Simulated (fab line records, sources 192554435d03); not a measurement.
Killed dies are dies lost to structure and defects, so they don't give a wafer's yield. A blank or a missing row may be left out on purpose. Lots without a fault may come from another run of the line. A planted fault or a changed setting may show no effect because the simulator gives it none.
A struck lot beside a sound one | flow n5_finfet | 15 steps out of a route of 1938
Sound: wafers L707.1, L707.4, L707.5. Struck: wafer L716.4. (L716.3, L716.6 of the same lot were not struck and are left out.) The cause comes at the end.
At each step with rows: each side's tool, then ch and its chambers, then its first start. Under that, the readings that differ: sound wafers | struck wafers | difference of the means | sigmas: that difference in standard deviations of wafers without a fault.
alike: readings whose means differ by less than 2 such deviations, and words and numbers that are the same on both sides. not compared: withheld readings, readings that some wafer has no value for, bounds like >300 that may hide the same value, and numbers for which the record gives no deviation and whose values overlap.
The two part at a step that has a row with sigmas, a row that says differs or no value, or rows on one side only. Numbers that don't overlap but have no deviation are shown without sigmas and don't part them. A reading that every wafer of one side lacks parts them only if that side has two wafers or more.

first, 6 steps without rows for these wafers: N5_FIN_CUT_COAT_02 (resist thk 30 nm); N5_FIN_CUT_EBR_04; N5_FIN_CUT_SOFTBAKE_03 (time 60 s); N5_FIN_CUT_EXPOSE_05 (exposes mask FIN CUT); N5_FIN_CUT_PEB_06 (peb time 60 s); N5_FIN_CUT_DEVELOP_07 (develop time 30 s).
N5_FIN_CUT_CD_MEAS_08: target cd 29.1 nm.
  sound on cd_sem-03 ch 0, day 4 21:13; struck on cd_sem-01 ch 0, day 7 03:24
  reading    | sound             | struck | difference | sigmas
  cd_nm (nm) | 29.10 28.94 29.20 | 29.69  | +0.61      | +2
N5_FIN_CUT_OVL_MEAS_09:
  sound on overlay-01 ch 0, day 4 21:15; struck on overlay-01 ch 0, day 7 03:26
  alike: FIN_CUT_OVL
N5_FIN_CUT_INSPECT_10: inspects for defects (brightfield).
  sound on defect_inspect-01, day 4 21:19; struck on defect_inspect-02, day 7 03:29
  alike: raw_defect_count
N5_FIN_CUT_DESCUM_13: chemistry O2, time 7 s.
  sound on rie_diel-04 ch 0,2, day 4 21:20; struck on rie_diel-04 ch 0, day 7 03:31
  alike: drypump_motor_current_A, oes_product_au, rf_vpp_V, showerhead_plenum_p_Torr, throttle_valve_pct
  not compared: rf_hours_counter_h
N5_FIN_CUT_ETCH_30: etches underlayer in N2/H2, target depth 13 nm, time 10.4 s.
  sound on rie_diel-04 ch 0,2, day 4 21:23; struck on rie_diel-04 ch 0, day 7 03:34
  reading      | sound             | struck | difference | sigmas
  rf_vpp_V (V) | 527.7 520.6 528.0 | 519.7  | -5.7       | -2
  alike: drypump_motor_current_A, etch_rf_on_time_s, h2_flow_sccm, oes_product_au, showerhead_plenum_p_Torr, throttle_valve_pct
  not compared: rf_hours_counter_h
N5_FIN_CUT_ETCH_20: etches SiARC in CF4, target depth 26 nm, time 43.3 s.
  sound on rie_diel-04 ch 0,2, day 4 21:24; struck on rie_diel-04 ch 0, day 7 03:35
  reading                         | sound             | struck | difference | sigmas
  rf_vpp_V (V)                    | 186.7 184.4 184.3 | 180.6  | -4.5       | -4
  showerhead_plenum_p_Torr (Torr) | 2.25 2.03 2.25    | 2.02   | -0.16      | -2
  alike: drypump_motor_current_A, etch_rf_on_time_s, oes_product_au, throttle_valve_pct
  not compared: rf_hours_counter_h
N5_FIN_CUT_ETCH_21: etches SOC in N2/H2, target depth 219 nm, overetch 43.8 nm, time 523.5 s.
  sound on rie_diel-04 ch 0,2, day 4 21:26; struck on rie_diel-04 ch 0, day 7 03:37
  reading                | sound             | struck | difference | sigmas
  h2_flow_sccm (sccm)    | 200.8 200.0 201.5 | 219.6  | +18.8      | +37
  throttle_valve_pct (%) | 17.89 18.14 17.90 | 18.82  | +0.84      | +3
  alike: drypump_motor_current_A, oes_product_au, rf_vpp_V, showerhead_plenum_p_Torr
  not compared: rf_hours_counter_h
then, 1 step without rows for these wafers: N5_FIN_CUT_STRIP_23 (strips in N2/H2).
-- the record jumps here: 7 days lie between the struck wafers' starts before and after (it left off in module FIN_CUT and takes up again in module BEOL_M4, whose first step shown is number 1111 of the route) --
N5_BEOL_M4_RC_MEAS_101:
  sound on prober-01 ch 0, day 11 00:50; struck on prober-02 ch 0, day 14 02:08
  alike: DIBL_N, DIBL_P, IOFF_N, IOFF_P, ION_N, ION_P, SS_N, SS_P, VT_N, VT_P

WHERE THEY PART
First at N5_FIN_CUT_CD_MEAS_08; last, within this record, at N5_FIN_CUT_ETCH_21. Later steps at which nothing parts them and some readings are alike: N5_BEOL_M4_RC_MEAS_101.

WHY: what the simulator had put in
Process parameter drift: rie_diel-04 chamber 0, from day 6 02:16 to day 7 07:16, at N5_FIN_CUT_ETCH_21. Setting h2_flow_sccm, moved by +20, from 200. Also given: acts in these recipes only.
